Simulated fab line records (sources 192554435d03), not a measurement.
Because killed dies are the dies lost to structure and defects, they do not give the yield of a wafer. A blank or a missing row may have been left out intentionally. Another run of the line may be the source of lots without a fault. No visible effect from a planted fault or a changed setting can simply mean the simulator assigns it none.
Matching of chambers + flow n5_finfet + ald_sin-03 running N5_ILD0_ALD_15: 4 sister chambers
The step deposits SiNx, target thk 24 nm, pulse time 1 s, ald cycles 480. 14 wafers are shown with their chamber, then 7 later ones without.

## WAFERS WITH THEIR CHAMBER
| wafer  | chamber | heater_power_w (W) | precursor_pulse_height_rel | chamber_pressure_Torr (Torr) |
|--------|---------|--------------------|----------------------------|------------------------------|
| L454.3 | 1       | 897                | 1.022                      | 2.000                        |
| L454.4 | 2       | 921                | 1.012                      | 1.998                        |
| L454.5 | 3       | 776                | 1.005                      | 2.002                        |
| L456.1 | 3       | 804                | 1.014                      | 1.995                        |
| L456.3 | 2       | 913                | 1.006                      | 1.997                        |
| L456.5 | 3       | 807                | 1.011                      | 2.007                        |
| L457.4 | 2       | 923                | 1.023                      | 1.998                        |
| L457.5 | 3       | 794                | 0.996                      | 2.004                        |
| L457.6 | 2       | 927                | 0.997                      | 2.001                        |
| L459.2 | 2       | 895                | 1.012                      | 1.998                        |
| L459.3 | 1       | 871                | 0.998                      | 2.004                        |
| L459.5 | 3       | 795                | 0.979                      | 2.003                        |
| L471.2 | 3       | 781                | 0.988                      | 1.997                        |
| L471.3 | 0       | 886                | 0.966                      | 1.992                        |

SIGNATURES (means of the wafers above)
| reading                    | chamber 0 | chamber 1 | chamber 2 | chamber 3 | scatter within a chamber |
|----------------------------|-----------|-----------|-----------|-----------|--------------------------|
| heater_power_w             | 886.00    | 884.00    | 915.80    | 792.83    | 13.2                     |
| precursor_pulse_height_rel | 0.96600   | 1.01000   | 1.01000   | 0.99883   | 0.0126                   |
| chamber_pressure_Torr      | 1.99200   | 2.00200   | 1.99840   | 2.00133   | 0.00344                  |
Rule: for a wafer and a chamber, the distance is found by dividing, reading by reading, the gap between the wafer's reading and the chamber's mean by the reading's scatter, squaring, summing and taking the root. The wafer belongs to the nearest chamber; if the next one is less than 2 further off, it can't be placed. The scatter is the square root of a quotient: the sum, over the shown wafers, of each reading's squared deviation from its chamber's mean, divided by wafers minus chambers.

## WAFERS WITHOUT THEIR CHAMBER
| wafer  | heater_power_w (W) | precursor_pulse_height_rel | chamber_pressure_Torr (Torr) |
|--------|--------------------|----------------------------|------------------------------|
| L471.6 | 774                | 0.994                      | 2.003                        |
| L472.1 | 893                | 1.026                      | 1.997                        |
| L472.2 | 890                | 0.998                      | 2.002                        |
| L472.6 | 851                | 0.994                      | 1.999                        |
| L473.1 | 902                | 0.990                      | 2.003                        |
| L473.2 | 895                | 1.003                      | 2.000                        |
| L473.6 | 915                | 0.987                      | 2.000                        |

## EACH ONE'S CHAMBER
| wafer  | from the rows above          | in truth |
|--------|------------------------------|----------|
| L471.6 | 3                            | 3        |
| L472.1 | can't be placed: 1 or 2      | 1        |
| L472.2 | can't be placed: 1 or 2      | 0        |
| L472.6 | can't be placed: 1 or 0 or 3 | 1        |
| L473.1 | can't be placed: 1 or 2 or 0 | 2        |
| L473.2 | can't be placed: 1 or 2      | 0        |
| L473.6 | can't be placed: 2 or 1 or 0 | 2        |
Correct placement for 1 of the 7. Not placeable from these rows: 6 (in 4, the candidates include the true chamber). Placed wrongly: 0.
